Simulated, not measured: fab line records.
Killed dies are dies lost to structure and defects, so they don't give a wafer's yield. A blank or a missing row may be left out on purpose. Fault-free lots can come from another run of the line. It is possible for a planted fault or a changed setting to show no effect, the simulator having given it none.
A struck lot beside a sound one	flow nandHarc	44 steps out of a route of 1302
Sound: these wafers, L627.2, L627.5, L627.6. Struck: wafer L630.4. (L630.1, L630.2 of the same lot were not struck and are left out.) The cause comes at the end.
Order at every step that has rows: each side's tool, ch and its chambers, its first start. Under that, the readings that differ: sound wafers	struck wafers	difference of the means	sigmas: that difference in standard deviations of wafers without a fault.
alike: same words and numbers on both sides, and readings whose means sit less than 2 such deviations apart. not compared: any withheld reading, any reading some wafer has no value for, any bound like >300 that may hide the same value, and any number with overlapping values for which the record gives no deviation.
The two part at a step that has a row with sigmas, a row that says differs or no value, or rows on one side only. Numbers that don't overlap but have no deviation are shown without sigmas and don't part them. A reading that every wafer of one side lacks parts them only if that side has two wafers or more.

first, 6 steps without rows for these wafers: NHARC_P_GATE_COAT_40; NHARC_P_GATE_SOFTBAKE_41 (time 95 s); NHARC_P_GATE_EBR_42; NHARC_P_GATE_EXPOSE_43 (exposes mask P NSD, target cd 720 nm); NHARC_P_GATE_PEB_44 (peb time 85 s); NHARC_P_GATE_DEVELOP_45 (time 70 s).
NHARC_P_GATE_CD_MEAS_46: the cd target is 720 nm.
  sound on cdSem-03 ch 0, day 11 10:29; struck on cdSem-01 ch 0, day 12 08:04
  alike: cdNm
then, 4 steps without rows for these wafers: NHARC_P_GATE_HARDBAKE_47 (time 80 s); NHARC_P_GATE_DESCUM_48 (chemistry O2, time 3 s); NHARC_P_GATE_IMPLANT_49; NHARC_P_GATE_STRIP_111 (strips in N2/H2, time 250 s).
NHARC_P_GATE_STRIP_75: strips in O2.
  sound on plasmaAsher-01 ch 0,1, day 11 11:32; struck on plasmaAsher-01 ch 0, day 12 08:54
  alike: drypumpMotorCurrentA, heaterPowerW, rfReflPowerW, tempC
  not compared: rfHoursCounterH
NHARC_P_GATE_STRIP_50: strips in SPM, time 900 s.
  sound on wetBench-01 ch 0,6,7, day 11 11:41; struck on wetBench-03 ch 6, day 12 09:04
reading	sound	struck	difference	sigmas
bathGuardTempC (C)	129.4 130.1 129.3	131.4	+1.8	+3
  alike: tempC
then, 8 steps without rows for these wafers: NHARC_P_GATE_DEHYDRATE_51 (time 120 s); NHARC_P_GATE_HMDS_52 (time 30 s); NHARC_P_GATE_COAT_53; NHARC_P_GATE_SOFTBAKE_54 (time 95 s); NHARC_P_GATE_EBR_55; NHARC_P_GATE_EXPOSE_56 (exposes mask P PSD, target cd 720 nm); NHARC_P_GATE_PEB_57 (peb time 85 s); NHARC_P_GATE_DEVELOP_58 (time 70 s).
NHARC_P_GATE_CD_MEAS_59: the cd target is 720 nm.
  sound on cdSem-01 ch 0, day 11 12:19; struck on cdSem-01 ch 0, day 12 09:49
  alike: cdNm
then, 1 step without rows for these wafers: NHARC_P_GATE_HARDBAKE_60 (time 80 s).
NHARC_P_GATE_DESCUM_61: chemistry O2, time 3 s.
  sound on rieDiel-01 ch 0,1,2, day 11 12:31; struck on rieDiel-04 ch 1, day 12 09:59
reading	sound	struck	difference	sigmas
drypumpMotorCurrentA (A)	5.7 6.4 6.0	5.0	-1.0	-3
  alike: oesProductAu, rfVppV, showerheadPlenumPTorr, throttleValvePct
  not compared: rfHoursCounterH
following that, these wafers have no rows for 1 step: NHARC_P_GATE_IMPLANT_62.
NHARC_P_GATE_STRIP_112: strips in N2/H2, time 200 s.
  sound on plasmaAsher-01 ch 0,1, day 11 13:17; struck on plasmaAsher-01 ch 1, day 12 10:20
  alike: drypumpMotorCurrentA, heaterPowerW, rfReflPowerW, tempC
  not compared: rfHoursCounterH
then, 10 steps without rows for these wafers: NHARC_P_GATE_STRIP_76 (strips in O2); NHARC_P_GATE_STRIP_63 (strips in SPM, time 900 s); NHARC_P_GATE_DEHYDRATE_83 (time 120 s); NHARC_P_GATE_HMDS_84 (time 30 s); NHARC_P_GATE_COAT_85; NHARC_P_GATE_SOFTBAKE_86 (time 95 s); NHARC_P_GATE_EBR_87; NHARC_P_GATE_EXPOSE_88 (exposes mask P HVN, target cd 2000 nm); NHARC_P_GATE_PEB_89 (peb time 85 s); NHARC_P_GATE_DEVELOP_90 (time 70 s).
NHARC_P_GATE_CD_MEAS_91: the cd target is 2000 nm.
  sound on cdSem-02 ch 0, day 11 14:25; struck on cdSem-02 ch 0, day 12 11:31
  alike: cdNm
then, 1 step without rows for these wafers: NHARC_P_GATE_HARDBAKE_92 (time 80 s).
NHARC_P_GATE_DESCUM_93: chemistry O2, time 3 s.
  sound on rieDiel-01 ch 0,1,3, day 11 14:37; struck on rieDiel-11 ch 1, day 12 11:41
reading	sound	struck	difference	sigmas
oesProductAu (a.u.)	0.992 0.998 1.007	1.025	+0.026	+2
  alike: drypumpMotorCurrentA, rfVppV, showerheadPlenumPTorr, throttleValvePct
  not compared: rfHoursCounterH
following that, these wafers have no rows for 1 step: NHARC_P_GATE_IMPLANT_94.
NHARC_P_GATE_STRIP_113: strips in N2/H2, time 740 s.
  sound on plasmaAsher-01 ch 0,1, day 11 15:16; struck on plasmaAsher-01 ch 1, day 12 12:04
  alike: drypumpMotorCurrentA, heaterPowerW, rfReflPowerW, tempC
  not compared: rfHoursCounterH
then, 1 step without rows for these wafers: NHARC_P_GATE_STRIP_95 (strips in O2).
NHARC_P_GATE_INSPECT_68:
  sound on defectInspect-01, day 11 17:49; struck on defectInspect-01, day 12 14:37
reading	sound	struck	difference	sigmas
rawDefectCount	202 115 191	936	+767	+9
-- the record jumps here: 18 days lie between the struck wafers' starts before and after (it left off in module P_GATE and takes up again in module END, whose first step shown is number 1302 of the route) --
NHARC_END_SORT_01:
  only the struck wafers appear in the record here, on prober-02 ch 0 at day 31 00:03; the sound ones have no rows

## WHERE THEY PART
Last at NHARC_END_SORT_01 as far as this record goes, first at NHARC_P_GATE_STRIP_50.

WHY: the cause the simulator had injected
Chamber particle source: wetBench-03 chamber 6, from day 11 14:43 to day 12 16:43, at NHARC_P_GATE_STRIP_50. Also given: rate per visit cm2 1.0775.
